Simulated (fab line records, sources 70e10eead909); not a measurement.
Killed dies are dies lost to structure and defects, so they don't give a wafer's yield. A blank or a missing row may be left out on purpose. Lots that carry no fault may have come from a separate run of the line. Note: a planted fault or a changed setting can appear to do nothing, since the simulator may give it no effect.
fab line records	flow nandHarc
record: lots: 6	wafers: 18	lastDay: 23
route steps=1159 shown A_CONTACT@941 END@1159
lots with no fault: from the same line, run without faults
startH: the number of hours between the record's first day and the start of the first shown wafer of the lot	waitH: hours from the lot's prior step to this one	" the same as in the row above	L1.1+2: a single row standing in for several wafers	- either no value or no given start	* or withheld: withheld	< > ~ a bound
route shown NAME@n: a module of which the file shows steps, and the number in the route of the first	usual: the fault-free wafers' mean and standard deviation	same: alike in all rows	chamber/n: place in a boat	sites: the reading at each site	_std_site: the values' standard deviation	_edge_site: the outer-site mean with the inner-site mean subtracted	radiusMm: how far each site lies from the wafer's centre	mask NAME#n: copy n	behind: the most recent tool/chamber to have shaped the wafer	hold: cause of the lot's hold/its duration in hours/its outcome	device: whichever transistor did not switch (one of n, p or np)	end of line: the tests these same wafers got at the end of their route	a step with no rows: only its recipe	killed: the dies lost at the first sort to structure and to defects; this is not the yield of the wafer	map: per-die view of a wafer (x killed, . not killed, _ where there is no die)
set.NAME: the setting the step ran with; set.NAME@STEP: the setting that earlier step ran with	model.NAME: the simulator's own value behind a step, which no gauge read
lots seen at some steps along the route; tables by step, rows by wafer
services: the hour from which a tool's chamber was out of use, counted from the record's first day as startH (under 0 if before that day), plus the number of hours and why
== steps ==
step: NHARC_A_CONTACT_ETCH_30
recipe: targetDepthA: 605	timeS: 30.2	cf4FlowSccm: 100	chf3FlowSccm: 30	arFlowSccm: 0	rfW: 500	biasW: 200	chemistry: CF4/CHF3
step: NHARC_A_CONTACT_ETCH_31
recipe: targetDepthA: 20000	overEtchFrac: 0.3	timeS: 520	ionEnergyEv: 150	o2FlowSccm: 400	cosFlowSccm: 20	arFlowSccm: 0	rfW: 500	biasW: 300	chemistry: O2/COS
step: NHARC_A_CONTACT_ETCH_134
recipe: sourceW: withheld	pressureMtorr: 20	biasV: withheld	timeS: 140	targetDepthA: 7000	arFlowSccm: withheld	c4f8FlowSccm: withheld	o2FlowSccm: withheld	chemistry: C4F8/O2/Ar
step: NHARC_A_CONTACT_ETCH_135
recipe: sourceW: withheld	pressureMtorr: 20	biasV: 3000	timeS: 132	targetDepthA: 12870	arFlowSccm: withheld	c4f8FlowSccm: withheld	o2FlowSccm: withheld	chemistry: C4F8/O2/Ar
same: timeS: 132
lot.wafer	tool	chamber	startH	waitH	rfHoursCounterH
L899.4	harCapEtch-03	0	378.94	0.1	-
L899.6	"	0	"	"	-
L899.5	"	1	"	"	-
L902.1	harCapEtch-03	1	394.41	0.2	83
L902.2	"	0	"	"	83
L902.5	"	0	"	"	-
L905.2	harCapEtch-03	1	428.43	0.2	87
L905.3	"	0	"	"	-
L905.5	"	0	"	"	-
L914.1	harCapEtch-03	1	471.02	0.2	98
L914.4	"	1	"	"	-
L914.5	"	0	"	"	-
L917.4	harCapEtch-01	0	472.83	0.1	-
L917.5	"	0	"	"	-
L917.6	"	1	"	"	-
L918.1	harCapEtch-01	1	490.99	0.2	78
L918.4	"	0	"	"	-
L918.3	"	1	"	"	-
step: NHARC_A_CONTACT_ETCH_136
recipe: sourceW: withheld	pressureMtorr: 20	biasV: 3000	timeS: 132	targetDepthA: 12870	arFlowSccm: withheld	c4f8FlowSccm: withheld	o2FlowSccm: withheld	chemistry: C4F8/O2/Ar
step: NHARC_A_CONTACT_ETCH_137
recipe: sourceW: withheld	pressureMtorr: 20	biasV: 3000	timeS: 132	targetDepthA: 12870	arFlowSccm: withheld	c4f8FlowSccm: withheld	o2FlowSccm: withheld	chemistry: C4F8/O2/Ar
step: NHARC_A_CONTACT_ETCH_138
recipe: sourceW: withheld	pressureMtorr: 20	biasV: 3000	timeS: 132	targetDepthA: 12890	arFlowSccm: withheld	c4f8FlowSccm: withheld	o2FlowSccm: withheld	chemistry: C4F8/O2/Ar
same: timeS: 132
lot.wafer	tool	chamber	startH	waitH	rfHoursCounterH
L899.4	harCapEtch-03	0	379.30	0.1	-
L899.6	"	0	"	"	-
L899.5	"	1	"	"	-
L902.1	harCapEtch-03	1	394.78	0.1	84
L902.2	"	0	"	"	84
L902.5	"	0	"	"	-
L905.2	harCapEtch-03	1	428.79	0.1	88
L905.3	"	0	"	"	-
L905.5	"	0	"	"	-
L914.1	harCapEtch-03	1	471.39	0.1	98
L914.4	"	1	"	"	-
L914.5	"	0	"	"	-
L917.4	harCapEtch-01	0	473.19	0.1	-
L917.5	"	0	"	"	-
L917.6	"	1	"	"	-
L918.1	harCapEtch-01	1	491.35	0.1	78
L918.4	"	0	"	"	-
L918.3	"	1	"	"	-
step: NHARC_A_CONTACT_ETCH_139
recipe: sourceW: withheld	pressureMtorr: 20	biasV: 400	timeS: 137	targetDepthA: 5900	arFlowSccm: withheld	c4f8FlowSccm: 11.5	o2FlowSccm: 7.2	chemistry: C4F8/O2/Ar
same: timeS: 137
lot.wafer	tool	chamber	startH	waitH	rfHoursCounterH
L899.4	harCapEtch-03	0	379.46	0.1	-
L899.6	"	0	"	"	-
L899.5	"	1	"	"	-
L902.1	harCapEtch-03	1	394.90	0.1	84
L902.2	"	0	"	"	84
L902.5	"	0	"	"	-
L905.2	harCapEtch-03	1	428.94	0.1	88
L905.3	"	0	"	"	-
L905.5	"	0	"	"	-
L914.1	harCapEtch-03	1	471.53	0.1	98
L914.4	"	1	"	"	-
L914.5	"	0	"	"	-
L917.4	harCapEtch-01	0	473.35	0.1	-
L917.5	"	0	"	"	-
L917.6	"	1	"	"	-
L918.1	harCapEtch-01	1	491.49	0.1	78
L918.4	"	0	"	"	-
L918.3	"	1	"	"	-
step: NHARC_A_CONTACT_ETCH_92
recipe: targetDepthA: 400	overEtchFrac: 0.5	timeS: 85.7	ionEnergyEv: 120	ch3fFlowSccm: 50	o2FlowSccm: 30	arFlowSccm: 200	rfW: 500	biasW: 100	chemistry: CH3F/O2
step: NHARC_A_CONTACT_ETCH_98
recipe: targetDepthA: 200	overEtchFrac: 0.5	timeS: 10	ionEnergyEv: 250	c4f6FlowSccm: 25	o2FlowSccm: 20	arFlowSccm: 500	rfW: 600	biasW: 500	chemistry: C4F6/O2
step: NHARC_A_CONTACT_CD_MEAS_15
usual: cdNm: 89.8/0.71
lot.wafer	tool	chamber	startH	waitH	cdNm
L899.4	cdSem-03	-	380.02	-	89.5
L899.5	"	-	"	"	90.8
L899.6	"	-	"	"	89.9
L902.1	cdSem-01	-	395.52	-	90.8
L902.2	"	-	"	"	88.6
L902.5	"	-	"	"	89.7
L905.2	cdSem-02	-	429.52	-	90.3
L905.3	"	-	"	"	90.0
L905.5	"	-	"	"	89.5
L914.1	cdSem-01	-	472.12	-	89.7
L914.4	"	-	"	"	90.0
L914.5	"	-	"	"	89.8
L917.4	cdSem-01	-	473.91	-	90.1
L917.5	"	-	"	"	90.2
L917.6	"	-	"	"	91.6
L918.1	cdSem-02	-	492.07	-	90.1
L918.3	"	-	"	"	89.7
L918.4	"	-	"	"	89.1
step: NHARC_A_CONTACT_STRIP_107
recipe: n2FlowSccm: 150	h2FlowSccm: 150	arFlowSccm: 0	biasW: 0	chemistry: N2/H2
step: NHARC_A_CONTACT_STRIP_108
recipe: cf4FlowSccm: 100	chf3FlowSccm: 30	arFlowSccm: 0	biasW: 0	chemistry: CF4/CHF3
lot.wafer	tool	chamber	startH	waitH
L899.4+5+6	rieDiel-10	1,3,0	380.19	0.1
L902.1+2+5	rieDiel-10	2,3,1	395.70	0.1
L905.3+2+5	rieDiel-10	0,2,0	429.81	0.1
L914.1+4+5	rieDiel-03	2,3,1	472.29	0.1
L917.4+6+5	rieDiel-03	3,0,1	474.09	0.1
L918.4+1+3	rieDiel-03	1,2,3	492.24	0.1
step: NHARC_A_CONTACT_STRIP_109
recipe: o2FlowSccm: 400	cosFlowSccm: 20	arFlowSccm: 0	biasW: 0	chemistry: O2/COS
step: NHARC_A_CONTACT_ETCH_110
recipe: targetDepthA: 500	overetchA: 50	timeS: 27.5	ionEnergyEv: 100	cf4FlowSccm: 80	o2FlowSccm: 20	arFlowSccm: 0	rfW: 300	biasW: 100	chemistry: CF4/O2
step: NHARC_A_CONTACT_STRIP_26
recipe: o2FlowSccm: 500	arFlowSccm: 0	biasW: 0	chemistry: O2
usual: drypumpMotorCurrentA: 5.7/0.43	o2FlowSccm: 500.0/1.6	oesProductAu: 1.003/0.019	rfVppV: 57.8/0.96	showerheadPlenumPTorr: 3.51/0.19	throttleValvePct: 17.037/0.0091
lot.wafer	tool	chamber	startH	waitH	drypumpMotorCurrentA	o2FlowSccm	oesProductAu	rfHoursCounterH	rfVppV	showerheadPlenumPTorr	throttleValvePct
L899.4	rieDiel-10	1	-	-	5.3	500.9	1.038	5	57.0	3.28	17.033
L899.6	"	1	"	"	5.3	499.5	1.026	-	58.1	3.28	17.032
L899.5	"	2	"	"	6.1	500.0	0.971	-	59.0	3.72	17.046
L902.1	rieDiel-10	1	-	-	5.3	501.4	1.034	9	55.9	3.28	17.045
L902.2	"	3	"	"	5.2	498.9	1.019	8	57.8	3.44	17.041
L902.5	"	2	"	"	6.1	499.5	0.988	-	59.2	3.71	17.047
L905.3	rieDiel-10	2	-	-	6.1	503.6	0.974	15	57.5	3.71	17.021
L905.2	"	1	"	"	5.3	498.8	1.030	15	57.7	3.28	17.027
L905.5	"	3	"	"	5.2	501.1	1.006	-	57.8	3.44	17.033
L914.1	rieDiel-03	0	-	-	5.7	498.6	1.014	29	60.0	3.72	17.040
L914.4	"	3	"	"	5.6	499.1	1.010	26	56.9	3.79	17.064
L914.5	"	1	"	"	5.2	497.8	1.018	-	57.2	3.41	17.040
L917.4	rieDiel-03	0	-	-	5.7	500.4	1.024	30	58.9	3.72	17.039
L917.6	"	2	"	"	5.5	501.2	1.013	-	58.6	3.73	17.033
L917.5	"	3	"	"	5.6	501.3	1.019	-	57.2	3.79	17.050
L918.1	rieDiel-03	1	-	-	5.2	500.8	1.014	32	57.3	3.40	17.039
L918.4	"	2	"	"	5.5	498.4	1.002	29	58.6	3.73	17.025
L918.3	"	3	"	"	5.6	498.6	1.019	32	59.1	3.79	17.036
step: NHARC_A_CONTACT_STRIP_27
recipe: timeS: 600	tempC: 30	chemistry: postEtchResidueRemover
step: NHARC_A_CONTACT_ALD_18
recipe: targetThkA: 30	pulseTimeS: 1	aldCycles: 150	tempC: 450	material: TiN
usual: heaterPowerW: 1070/110	precursorPulseHeightRel: 1.000/0.021	susceptorTempC: 449.97/0.23
lot.wafer	tool	chamber	startH	waitH	heaterPowerW	precursorPulseHeightRel	sinceWetCleanH	susceptorTempC
L899.4	aldMetal-01	1	380.95	-	1049	0.977	91	450.27
L899.6	"	1	"	"	1037	1.020	-	449.90
L899.5	"	2	"	"	1236	0.991	-	449.98
L902.1	aldMetal-01	1	396.73	-	1054	1.011	107	449.91
L902.2	"	3	"	"	937	0.956	107	449.88
L902.5	"	1	"	"	1067	1.037	-	449.63
L905.3	aldMetal-02	0	430.67	-	1058	0.988	57	449.84
L905.2	"	1	"	"	1296	0.992	57	450.06
L905.5	"	2	"	"	1127	0.979	-	449.87
L914.1	aldMetal-01	3	473.05	-	818	1.011	5	449.91
L914.4	"	0	"	"	1031	0.987	5	449.93
L914.5	"	3	"	"	855	1.002	-	449.90
L917.4	aldMetal-04	2	474.85	-	972	0.992	59	450.04
L917.6	"	2	"	"	970	1.034	-	449.93
L917.5	"	3	"	"	1006	1.017	-	449.79
L918.4	aldMetal-02	0	493.01	-	1085	0.984	119	449.94
L918.1	"	1	"	"	1300	0.942	119	450.07
L918.3	"	2	"	"	1097	0.987	119	449.88
step: NHARC_A_CONTACT_CVD_19
recipe: targetThkA: 3000	tempC: 300	pressureTorr: 40	wf6FlowSccm: 40	h2FlowSccm: 1600	arFlowSccm: 1560	timeS: 802	material: W
step: NHARC_A_CONTACT_CMP_20
recipe: tOverpolishS: 30	targetThkNm: 300
step: NHARC_A_CONTACT_SRD_22
step: NHARC_END_SORT_01
recipe: tempC: 25
usual: killedAtArray: 26/8.4	killedAtOther: 0.7/0.97	killedAtPeriphery: 3.2/2.2	killedDies: 30/8.5	killedOpen: 3.4/2	killedShort: 2/1.3
same: grossDies: 677
lot.wafer	tool	chamber	startH	waitH	killedAtArray	killedAtOther	killedAtPeriphery	killedDies	killedOpen	killedShort
L902.1	prober-02	0	465.64	2.5	89	3	5	97	2	1
L902.2	prober-02	0	466.45	2.8	81	0	1	82	6	1
L902.5	prober-02	0	468.89	3.8	87	3	4	94	2	2
L905.2	prober-02	0	498.96	2.7	91	1	4	96	1	3
L905.3	prober-02	0	499.75	3.1	64	4	1	69	5	1
L905.5	prober-02	0	501.34	3.7	60	3	3	66	1	2
L917.4	prober-01	0	531.25	3.4	30	1	8	39	2	0
L917.5	prober-01	0	532.06	3.7	27	1	5	33	5	1
L917.6	prober-01	0	532.86	4.0	30	0	7	37	7	2
L918.1	prober-01	0	549.18	2.5	30	0	4	34	1	1
L918.3	prober-01	0	550.79	3.1	25	0	4	29	1	1
L918.4	prober-01	0	551.59	3.4	36	1	3	40	2	1
killed by level:class
L902.1 A_CONTACT:unspecified=68 A_CHANNEL_HOLE_D1:chamberFilmFlake=10 P_M1:chamberFilmFlake=3 A_WL_FILL:chamberFilmFlake=3 A_CONTACT:chamberFilmFlake=3 THIN_TSV:chamberFilmFlake=3 A_ZERO_WELL:chamberFilmFlake=2 P_M1:geometricParticle:open=1
L902.2 A_CONTACT:unspecified=55 A_CHANNEL_HOLE_D1:chamberFilmFlake=9 A_CONTACT:geometricParticle:open=3 A_WL_FILL:chamberFilmFlake=3 A_ZERO_WELL:chamberFilmFlake=2 A_CHANNEL_FILL_D1:chamberFilmFlake=2 A_STAIRCASE:chamberFilmFlake=2 A_CONTACT:chamberFilmFlake=2
L902.5 A_CONTACT:unspecified=65 A_CHANNEL_HOLE_D1:chamberFilmFlake=7 A_CONTACT:chamberFilmFlake=5 A_ZERO_WELL:chamberFilmFlake=3 THIN_TSV:chamberFilmFlake=3 P_M1:chamberFilmFlake=2 A_WL_FILL:chamberFilmFlake=2 P_CONTACT:geometricParticle:open=1
L905.2 A_CONTACT:unspecified=68 A_CHANNEL_HOLE_D1:chamberFilmFlake=16 P_STI:chamberFilmFlake=3 A_STAIRCASE:chamberFilmFlake=2 P_GATE:geometricParticle:short=1 A_SOURCE_PLATE:geometricParticle:short=1 A_ONON_D1:geometricParticle:short=1 A_CONTACT:geometricParticle:open=1
L905.3 A_CONTACT:unspecified=38 A_CHANNEL_HOLE_D1:chamberFilmFlake=14 THIN_TSV:chamberFilmFlake=4 A_ONON_D1:geometricParticle:open=2 A_M0:geometricParticle:open=2 A_STAIRCASE:chamberFilmFlake=2 A_CONTACT:chamberFilmFlake=2 A_CHANNEL_HOLE_D1:geometricParticle:short=1
L905.5 A_CONTACT:unspecified=45 A_CHANNEL_HOLE_D1:chamberFilmFlake=11 P_STI:chamberFilmFlake=2 A_M0:chamberFilmFlake=2 THIN_TSV:chamberFilmFlake=2 P_GATE:geometricParticle:short=1 A_BLC:geometricParticle:open=1 A_BLC:geometricParticle:short=1
L917.4 A_CHANNEL_HOLE_D1:chamberFilmFlake=21 P_CONTACT:chamberFilmFlake=3 A_CHANNEL_FILL_D1:chamberFilmFlake=3 A_STAIRCASE:chamberFilmFlake=3 P_M0:geometricParticle:open=2 P_STI:chamberFilmFlake=2 A_CONTACT:chamberFilmFlake=2 P_ZERO_WELL:chamberFilmFlake=1
L917.5 A_CHANNEL_HOLE_D1:chamberFilmFlake=14 A_CONTACT:chamberFilmFlake=4 A_WL_FILL:geometricParticle:open=3 P_STI:chamberFilmFlake=2 A_CHANNEL_FILL_D1:chamberFilmFlake=2 A_STAIRCASE:chamberFilmFlake=2 P_M0:geometricParticle:open=1 A_WL_FILL:geometricParticle:short=1
L917.6 A_CHANNEL_HOLE_D1:chamberFilmFlake=15 A_STAIRCASE:chamberFilmFlake=7 P_GATE:chamberFilmFlake=4 A_CONTACT:geometricParticle:open=2 A_M0:geometricParticle:open=2 P_CONTACT:geometricParticle:open=1 P_M2:geometricParticle:open=1 A_ONON_D1:geometricParticle:short=1
L918.1 A_CHANNEL_HOLE_D1:chamberFilmFlake=10 A_SLIT:chamberFilmFlake=9 A_M0:chamberFilmFlake=5 A_CONTACT:chamberFilmFlake=4 P_GATE:chamberFilmFlake=3 A_WL_FILL:geometricParticle:short=1 A_M0:geometricParticle:open=1 P_ZERO_WELL:chamberFilmFlake=1
L918.3 A_CHANNEL_HOLE_D1:chamberFilmFlake=10 A_SLIT:chamberFilmFlake=5 A_M0:chamberFilmFlake=4 A_STAIRCASE:chamberFilmFlake=3 A_CONTACT:chamberFilmFlake=2 P_M0:geometricParticle:open=1 A_WL_FILL:geometricParticle:short=1 P_ZERO_WELL:chamberFilmFlake=1
L918.4 A_SLIT:chamberFilmFlake=15 A_CHANNEL_HOLE_D1:chamberFilmFlake=13 A_CONTACT:chamberFilmFlake=3 P_GATE:chamberFilmFlake=2 A_STAIRCASE:chamberFilmFlake=2 P_GATE:geometricParticle:open=1 A_CHANNEL_FILL_D1:geometricParticle:short=1 A_CONTACT:geometricParticle:open=1
map L902.1 (x killed, . not)
____________.____________
_________......._________
_______....x......_______
______......x......______
_____.....x..x......_____
____......x.xxxx.....____
____......xxxxxx.....____
___x.x...xxxxxxx......___
___x.....xxxxxxxx.....___
__.......xxxxxxx.......__
__......xxxxxxxxx......__
_.........xxxxxx........_
_......x..xxxx..x......._
_.........xxxxx........._
_..........xx.xx........_
_...........x.x........._
..............xx.x.......
..............x..........
.....................x...
...............x.....x..x
...............x.x....xxx
_..............x.x...x.._
_.....................x._
_.....................x._
_......................._
_......................._
__.....................__
__.....................__
___..............x...x___
___..............x....___
____.......x.........____
____....x............____
_____..............._____
______..........x..______
_______.x........._______
_________......._________
____________.____________
map L905.2 (x killed, . not)
____________.____________
_________......._________
_______..........._______
______.............______
_____.....xx.xx....._____
____......x.xx.......____
____.....xxxxxxx.....____
___.x...xxxxxxxx......___
___.x....xxxxxxx......___
__........xxxxxx.......__
__.......xxxxxxx.......__
_........xxxxxxxx....x.._
_........xxxxxxx........_
_.........xxxx.........._
_.........xxx..x........_
_.......x...x..........._
............x..x.....x.x.
....................x..x.
.....x................x.x
......................x..
.......................xx
_..................x.xxx_
_...................xx.x_
_..........x........xx.._
_......................._
_......................._
__.....................__
__........x............__
___...................___
___...............x...___
____...............x.____
____.................____
_____.......x......._____
______.............______
_______..........._______
_________......._________
____________.____________
== services ==
tool	chamber	startH	hours	kind
aldMetal-01	1	360.03	6.5	repair
rieDiel-10	0	362.50	-	clean
rieDiel-10	1	362.50	-	clean
rieDiel-10	2	362.50	-	clean
rieDiel-10	3	362.50	-	clean
aldMetal-02	-	364.00	10.0	pm
aldMetal-01	3	366.79	5.5	repair
rieDiel-03	0	372.13	-	clean
rieDiel-03	1	372.13	-	clean
rieDiel-03	2	372.13	-	clean
rieDiel-03	3	372.13	-	clean
rieDiel-10	0	387.00	-	clean
rieDiel-10	1	387.00	-	clean
rieDiel-10	2	387.00	-	clean
rieDiel-03	-	392.56	9.0	pm
aldMetal-04	-	406.00	10.0	pm
rieDiel-10	1	416.03	3.8	repair
harCapEtch-03	-	416.76	1.5	repair
aldMetal-01	0	422.12	3.5	repair
aldMetal-04	-	455.55	1.5	repair
aldMetal-02	2	456.19	3.6	repair
aldMetal-01	-	458.00	10.0	pm
harCapEtch-01	-	479.35	0.7	repair
rieDiel-03	-	489.57	0.8	repair
== key ==
firstSign: step: NHARC_END_SORT_01	reading: killedDies	direction: up	sigmas: 6.4	usual: 30	struck: 84
effect: step: NHARC_END_SORT_01	reading: killedAtArray	direction: up	sigmas: 6.2	usual: 26	struck: 79
moreKillsBornAt: NHARC_A_CONTACT_STRIP_108@rieDiel-10: 339
metAt NHARC_A_CONTACT_STRIP_108
struckWafers L902.1,L902.2,L902.5,L905.2,L905.3,L905.5
testerLeftOut L902,L905
onsetBetween 380.19 395.70
alsoFits NHARC_A_CONTACT_STRIP_26:rieDiel-10
fault: kind: chamberParticleSource	tool: rieDiel-10	chamber: -	onsetH: 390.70	steps: NHARC_A_CONTACT_STRIP_108	ratePerVisitCm2: 0.47144	endH: 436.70
testerLeftOut: of these lots the tester's yield and bins aren't shown, on N5 and GAA mostly nor the transistor test; their killed dies are dies lost to structure and defects alone, not to doping, threshold or leakage, so they don't give the yield
